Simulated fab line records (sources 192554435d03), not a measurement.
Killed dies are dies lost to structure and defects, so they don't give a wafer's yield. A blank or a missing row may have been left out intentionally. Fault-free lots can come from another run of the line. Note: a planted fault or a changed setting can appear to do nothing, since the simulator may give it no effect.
Which of the tools did it? :: flow n5-finfet :: 10 lots, 29 wafers sampled, at 4 steps of a route of 1938

== WHAT EACH GAUGE READ, for each wafer ==
N5_BEOL_M10_CD_MEAS_35 targets a cd of 70 nm. Usual: 69.6 nm for cd-nm, sd 0.94.
lot: L790
measured: day 10 11:40
on: cd-sem-02
cd-nm (nm): 70.8 69.0 71.0
flag: 

lot: L789
measured: day 10 16:11
on: cd-sem-02
cd-nm (nm): 69.5 69.1 69.3
flag: 

lot: L791
measured: day 10 16:21
on: cd-sem-02
cd-nm (nm): 69.9 70.9 69.4
flag: 

lot: L796
measured: day 12 04:00
on: cd-sem-02
cd-nm (nm): 70.9 69.2 69.5
flag: 

lot: L798
measured: day 12 09:43
on: cd-sem-03
cd-nm (nm): 69.2 70.4 69.7
flag: 

lot: L801
measured: day 13 12:19
on: cd-sem-01
cd-nm (nm): 70.2 71.1 69.7
flag: 

lot: L805
measured: day 14 15:55
on: cd-sem-03
cd-nm (nm): 69.4 69.9 69.4
flag: 

lot: L809
measured: day 15 14:01
on: cd-sem-03
cd-nm (nm): 69.8 69.8 68.7
flag: 

lot: L808
measured: day 15 14:11
on: cd-sem-01
cd-nm (nm): 68.3 69.7
flag: 

lot: L812
measured: day 16 01:40
on: cd-sem-03
cd-nm (nm): 68.2 68.4 69.3
flag: 

== TOOL THAT RAN EACH LOT (tool first, then ch and the chambers of the sampled wafers, then the start) ==
lot: L790
N5_BEOL_M10_DESCUM_33: rie-diel-01 ch 1,2, day 10 11:01
N5_BEOL_M10_VIA_ETCH_34: rie-diel-01 ch 1,2, day 10 11:14
N5_BEOL_M10_TRENCH_ETCH_37: rie-diel-01 ch 1,2, day 10 11:40 or earlier

lot: L789
N5_BEOL_M10_DESCUM_33: rie-diel-04 ch 0,1,2, day 10 15:32
N5_BEOL_M10_VIA_ETCH_34: rie-diel-04 ch 0,1,2, day 10 15:44
N5_BEOL_M10_TRENCH_ETCH_37: rie-diel-04 ch 0,1,2, day 10 16:11 or earlier

lot: L791
N5_BEOL_M10_DESCUM_33: rie-diel-01 ch 1,2,3, day 10 15:40
N5_BEOL_M10_VIA_ETCH_34: rie-diel-01 ch 1,2,3, day 10 15:53
N5_BEOL_M10_TRENCH_ETCH_37: rie-diel-01 ch 1,2,3, day 10 16:21 or earlier

lot: L796
N5_BEOL_M10_DESCUM_33: rie-diel-04 ch 1,2, day 12 03:22
N5_BEOL_M10_VIA_ETCH_34: rie-diel-04 ch 1,2, day 12 03:34
N5_BEOL_M10_TRENCH_ETCH_37: rie-diel-04 ch 1,2, day 12 04:00 or earlier

lot: L798
N5_BEOL_M10_DESCUM_33: rie-diel-04 ch 0,1,2, day 12 09:04
N5_BEOL_M10_VIA_ETCH_34: rie-diel-04 ch 0,1,2, day 12 09:16
N5_BEOL_M10_TRENCH_ETCH_37: rie-diel-04 ch 0,1,2, day 12 09:43 or earlier

lot: L801
N5_BEOL_M10_DESCUM_33: rie-diel-05 ch 1,2, day 13 11:40
N5_BEOL_M10_VIA_ETCH_34: rie-diel-05 ch 1,2, day 13 11:52
N5_BEOL_M10_TRENCH_ETCH_37: rie-diel-05 ch 1,2, day 13 12:19 or earlier

lot: L805
N5_BEOL_M10_DESCUM_33: rie-diel-05 ch 0,1,3, day 14 15:15
N5_BEOL_M10_VIA_ETCH_34: rie-diel-05 ch 0,1,3, day 14 15:28
N5_BEOL_M10_TRENCH_ETCH_37: rie-diel-05 ch 0,1,3, day 14 15:55 or earlier

lot: L809
N5_BEOL_M10_DESCUM_33: rie-diel-01 ch 0,2, day 15 13:22
N5_BEOL_M10_VIA_ETCH_34: rie-diel-01 ch 0,2, day 15 13:34
N5_BEOL_M10_TRENCH_ETCH_37: rie-diel-01 ch 0,2, day 15 14:01 or earlier

lot: L808
N5_BEOL_M10_DESCUM_33: rie-diel-04 ch 0,3, day 15 13:32
N5_BEOL_M10_VIA_ETCH_34: rie-diel-04 ch 0,3, day 15 13:44
N5_BEOL_M10_TRENCH_ETCH_37: rie-diel-04 ch 0,3, day 15 14:11 or earlier

lot: L812
N5_BEOL_M10_DESCUM_33: rie-diel-04 ch 2,3, day 16 00:55
N5_BEOL_M10_VIA_ETCH_34: rie-diel-04 ch 2,3, day 16 01:08
N5_BEOL_M10_TRENCH_ETCH_37: rie-diel-04 ch 2,3, day 16 01:40 or earlier
- N5_BEOL_M10_DESCUM_33: chemistry O2, time 7.9 s.
- N5_BEOL_M10_VIA_ETCH_34: etches SiCOH lowk in C4F6/O2, target depth 184.5 nm, time 69.2 s.
- N5_BEOL_M10_TRENCH_ETCH_37: etches SiCOH lowk in C4F6/O2, target depth 148.83 nm, time 48 s.

== WHAT THE TOOLS THEMSELVES READ (means of the sampled wafers that have a number; where no wafer has one, the mark that the record gives instead) ==
N5_BEOL_M10_DESCUM_33. Usual: drypump-motor-current-A 5.5 A, standard deviation 0.37; oes-product-au 0.81 a.u., standard deviation 0.082; rf-vpp-V 243.2 V, standard deviation 1.7; showerhead-plenum-p-Torr 2.09 Torr, standard deviation 0.085; throttle-valve-pct 20.4 %, standard deviation 0.32.
lot: L790
tool: rie-diel-01
drypump-motor-current-A (A): 5.3
oes-product-au (a.u.): 0.79
rf-vpp-V (V): 244.0
showerhead-plenum-p-Torr (Torr): 2.13
throttle-valve-pct (%): 20.6
flag: 

lot: L789
tool: rie-diel-04
drypump-motor-current-A (A): 5.8
oes-product-au (a.u.): 0.95
rf-vpp-V (V): 243.2
showerhead-plenum-p-Torr (Torr): 2.15
throttle-valve-pct (%): 20.2
flag: 

lot: L791
tool: rie-diel-01
drypump-motor-current-A (A): 5.5
oes-product-au (a.u.): 0.75
rf-vpp-V (V): 243.7
showerhead-plenum-p-Torr (Torr): 2.14
throttle-valve-pct (%): 20.6
flag: 

lot: L796
tool: rie-diel-04
drypump-motor-current-A (A): 5.7
oes-product-au (a.u.): 0.92
rf-vpp-V (V): 244.2
showerhead-plenum-p-Torr (Torr): 2.15
throttle-valve-pct (%): 20.3
flag: 

lot: L798
tool: rie-diel-04
drypump-motor-current-A (A): 5.8
oes-product-au (a.u.): 0.90
rf-vpp-V (V): 244.8
showerhead-plenum-p-Torr (Torr): 2.15
throttle-valve-pct (%): 20.2
flag: 

lot: L801
tool: rie-diel-05
drypump-motor-current-A (A): 5.6
oes-product-au (a.u.): 0.74
rf-vpp-V (V): 241.4
showerhead-plenum-p-Torr (Torr): 1.99
throttle-valve-pct (%): 20.5
flag: 

lot: L805
tool: rie-diel-05
drypump-motor-current-A (A): 5.1
oes-product-au (a.u.): 0.78
rf-vpp-V (V): 243.2
showerhead-plenum-p-Torr (Torr): 2.03
throttle-valve-pct (%): 20.3
flag: 

lot: L809
tool: rie-diel-01
drypump-motor-current-A (A): 5.8
oes-product-au (a.u.): 0.81
rf-vpp-V (V): 243.5
showerhead-plenum-p-Torr (Torr): 2.05
throttle-valve-pct (%): 20.3
flag: 

lot: L808
tool: rie-diel-04
drypump-motor-current-A (A): 5.5
oes-product-au (a.u.): 0.81
rf-vpp-V (V): 243.9
showerhead-plenum-p-Torr (Torr): 2.12
throttle-valve-pct (%): 20.1
flag: 

lot: L812
tool: rie-diel-04
drypump-motor-current-A (A): 5.5
oes-product-au (a.u.): 0.84
rf-vpp-V (V): 243.3
showerhead-plenum-p-Torr (Torr): 2.12
throttle-valve-pct (%): 20.3
flag: 

N5_BEOL_M10_VIA_ETCH_34. Usual: drypump-motor-current-A 5.5 A, standard deviation 0.37; oes_f_703_au 0.79 a.u., standard deviation 0.077; oes_o_777_au 0.80 a.u., standard deviation 0.081; oes-product-au 0.81 a.u., standard deviation 0.079; rf-fwd-power-W 342.5 W, standard deviation 1.2; rf-vpp-V 675 V, standard deviation 24; showerhead-plenum-p-Torr 2.85 Torr, standard deviation 0.12; throttle-valve-pct 20.89 %, standard deviation 0.28.
lot: L790
tool: rie-diel-01
drypump-motor-current-A (A): 5.3
oes_f_703_au (a.u.): 0.79
oes_o_777_au (a.u.): 0.81
oes-product-au (a.u.): 0.79
rf-fwd-power-W (W): 343.5
rf-vpp-V (V): 685
showerhead-plenum-p-Torr (Torr): 2.86
throttle-valve-pct (%): 20.91
flag: 

lot: L789
tool: rie-diel-04
drypump-motor-current-A (A): 5.8
oes_f_703_au (a.u.): 0.89
oes_o_777_au (a.u.): 0.89
oes-product-au (a.u.): 0.93
rf-fwd-power-W (W): 342.2
rf-vpp-V (V): 684
showerhead-plenum-p-Torr (Torr): 2.98
throttle-valve-pct (%): 20.94
flag: 

lot: L791
tool: rie-diel-01
drypump-motor-current-A (A): 5.5
oes_f_703_au (a.u.): 0.74
oes_o_777_au (a.u.): 0.76
oes-product-au (a.u.): 0.75
rf-fwd-power-W (W): 343.1
rf-vpp-V (V): 689
showerhead-plenum-p-Torr (Torr): 2.88
throttle-valve-pct (%): 20.97
flag: 

lot: L796
tool: rie-diel-04
drypump-motor-current-A (A): 5.7
oes_f_703_au (a.u.): 1.11
oes_o_777_au (a.u.): 1.08
oes-product-au (a.u.): 0.95
rf-fwd-power-W (W): 425.7
rf-vpp-V (V): 621
showerhead-plenum-p-Torr (Torr): 2.97
throttle-valve-pct (%): 21.08
flag: OFF

lot: L798
tool: rie-diel-04
drypump-motor-current-A (A): 5.8
oes_f_703_au (a.u.): 1.08
oes_o_777_au (a.u.): 1.05
oes-product-au (a.u.): 0.93
rf-fwd-power-W (W): 425.1
rf-vpp-V (V): 614
showerhead-plenum-p-Torr (Torr): 2.97
throttle-valve-pct (%): 20.98
flag: OFF

lot: L801
tool: rie-diel-05
drypump-motor-current-A (A): 5.6
oes_f_703_au (a.u.): 0.73
oes_o_777_au (a.u.): 0.73
oes-product-au (a.u.): 0.74
rf-fwd-power-W (W): 342.6
rf-vpp-V (V): 662
showerhead-plenum-p-Torr (Torr): 2.71
throttle-valve-pct (%): 20.99
flag: 

lot: L805
tool: rie-diel-05
drypump-motor-current-A (A): 5.2
oes_f_703_au (a.u.): 0.78
oes_o_777_au (a.u.): 0.77
oes-product-au (a.u.): 0.78
rf-fwd-power-W (W): 341.9
rf-vpp-V (V): 655
showerhead-plenum-p-Torr (Torr): 2.77
throttle-valve-pct (%): 20.77
flag: 

lot: L809
tool: rie-diel-01
drypump-motor-current-A (A): 5.8
oes_f_703_au (a.u.): 0.77
oes_o_777_au (a.u.): 0.77
oes-product-au (a.u.): 0.81
rf-fwd-power-W (W): 343.1
rf-vpp-V (V): 712
showerhead-plenum-p-Torr (Torr): 2.79
throttle-valve-pct (%): 20.79
flag: 

lot: L808
tool: rie-diel-04
drypump-motor-current-A (A): 5.5
oes_f_703_au (a.u.): 0.82
oes_o_777_au (a.u.): 0.83
oes-product-au (a.u.): 0.82
rf-fwd-power-W (W): 342.3
rf-vpp-V (V): 668
showerhead-plenum-p-Torr (Torr): 2.90
throttle-valve-pct (%): 20.66
flag: 

lot: L812
tool: rie-diel-04
drypump-motor-current-A (A): 5.5
oes_f_703_au (a.u.): 0.81
oes_o_777_au (a.u.): 0.83
oes-product-au (a.u.): 0.84
rf-fwd-power-W (W): 343.0
rf-vpp-V (V): 687
showerhead-plenum-p-Torr (Torr): 2.91
throttle-valve-pct (%): 20.94
flag: 

N5_BEOL_M10_TRENCH_ETCH_37. Usual: drypump-motor-current-A 5.5 A, standard deviation 0.36; oes_f_703_au 0.79 a.u., standard deviation 0.076; oes_o_777_au 0.80 a.u., standard deviation 0.081; oes-product-au 0.81 a.u., standard deviation 0.078; rf-fwd-power-W 341.9 W, standard deviation 1.2; rf-vpp-V 675 V, standard deviation 24; showerhead-plenum-p-Torr 2.85 Torr, standard deviation 0.12; throttle-valve-pct 20.91 %, standard deviation 0.27.
lot: L790
tool: rie-diel-01
drypump-motor-current-A (A): 5.3
oes_f_703_au (a.u.): 0.79
oes_o_777_au (a.u.): 0.82
oes-product-au (a.u.): 0.79
rf-fwd-power-W (W): 342.4
rf-vpp-V (V): 686
showerhead-plenum-p-Torr (Torr): 2.86
throttle-valve-pct (%): 20.93
flag: 

lot: L789
tool: rie-diel-04
drypump-motor-current-A (A): 5.8
oes_f_703_au (a.u.): 0.88
oes_o_777_au (a.u.): 0.89
oes-product-au (a.u.): 0.92
rf-fwd-power-W (W): 341.6
rf-vpp-V (V): 686
showerhead-plenum-p-Torr (Torr): 2.98
throttle-valve-pct (%): 20.96
flag: 

lot: L791
tool: rie-diel-01
drypump-motor-current-A (A): 5.5
oes_f_703_au (a.u.): 0.73
oes_o_777_au (a.u.): 0.76
oes-product-au (a.u.): 0.74
rf-fwd-power-W (W): 341.8
rf-vpp-V (V): 691
showerhead-plenum-p-Torr (Torr): 2.88
throttle-valve-pct (%): 20.98
flag: 

lot: L796
tool: rie-diel-04
drypump-motor-current-A (A): 5.7
oes_f_703_au (a.u.): 0.86
oes_o_777_au (a.u.): 0.86
oes-product-au (a.u.): 0.91
rf-fwd-power-W (W): 342.9
rf-vpp-V (V): 693
showerhead-plenum-p-Torr (Torr): 2.97
throttle-valve-pct (%): 21.10
flag: 

lot: L798
tool: rie-diel-04
drypump-motor-current-A (A): 5.8
oes_f_703_au (a.u.): 0.84
oes_o_777_au (a.u.): 0.85
oes-product-au (a.u.): 0.88
rf-fwd-power-W (W): 341.5
rf-vpp-V (V): 685
showerhead-plenum-p-Torr (Torr): 2.97
throttle-valve-pct (%): 20.99
flag: 

lot: L801
tool: rie-diel-05
drypump-motor-current-A (A): 5.6
oes_f_703_au (a.u.): 0.73
oes_o_777_au (a.u.): 0.73
oes-product-au (a.u.): 0.75
rf-fwd-power-W (W): 341.5
rf-vpp-V (V): 661
showerhead-plenum-p-Torr (Torr): 2.71
throttle-valve-pct (%): 21.01
flag: 

lot: L805
tool: rie-diel-05
drypump-motor-current-A (A): 5.1
oes_f_703_au (a.u.): 0.78
oes_o_777_au (a.u.): 0.77
oes-product-au (a.u.): 0.77
rf-fwd-power-W (W): 341.1
rf-vpp-V (V): 656
showerhead-plenum-p-Torr (Torr): 2.77
throttle-valve-pct (%): 20.80
flag: 

lot: L809
tool: rie-diel-01
drypump-motor-current-A (A): 5.8
oes_f_703_au (a.u.): 0.77
oes_o_777_au (a.u.): 0.78
oes-product-au (a.u.): 0.81
rf-fwd-power-W (W): 342.4
rf-vpp-V (V): 712
showerhead-plenum-p-Torr (Torr): 2.79
throttle-valve-pct (%): 20.83
flag: 

lot: L808
tool: rie-diel-04
drypump-motor-current-A (A): 5.5
oes_f_703_au (a.u.): 0.82
oes_o_777_au (a.u.): 0.83
oes-product-au (a.u.): 0.82
rf-fwd-power-W (W): 340.7
rf-vpp-V (V): 668
showerhead-plenum-p-Torr (Torr): 2.90
throttle-valve-pct (%): 20.68
flag: 

lot: L812
tool: rie-diel-04
drypump-motor-current-A (A): 5.5
oes_f_703_au (a.u.): 0.81
oes_o_777_au (a.u.): 0.82
oes-product-au (a.u.): 0.83
rf-fwd-power-W (W): 342.3
rf-vpp-V (V): 687
showerhead-plenum-p-Torr (Torr): 2.91
throttle-valve-pct (%): 20.97
flag: 

== THE ANSWER, worked out from the rows above alone ==
Rule: a lot counts as off when the mean over its wafers that have a number is more than 3 standard deviations away from the usual mean. A lot without any number at a reading at which 4 lots or more have one is off too. All remaining lots with rows at the step are treated as sound. First the gauges in route order, then the tools' own readings, where a lot's mean is used as printed above. At the first step where some lot is off, the reading lying furthest off is the one used; lots without a number count as furthest.
Off: L796, L798 (N5_BEOL_M10_VIA_ETCH_34, rf-fwd-power-W).
A tool fits if, at that step or a process step before it, it ran every lot that is off, and no sound lot after the first of them. None of those tried fits.

== WHAT THE SIMULATOR HAD PUT IN ==
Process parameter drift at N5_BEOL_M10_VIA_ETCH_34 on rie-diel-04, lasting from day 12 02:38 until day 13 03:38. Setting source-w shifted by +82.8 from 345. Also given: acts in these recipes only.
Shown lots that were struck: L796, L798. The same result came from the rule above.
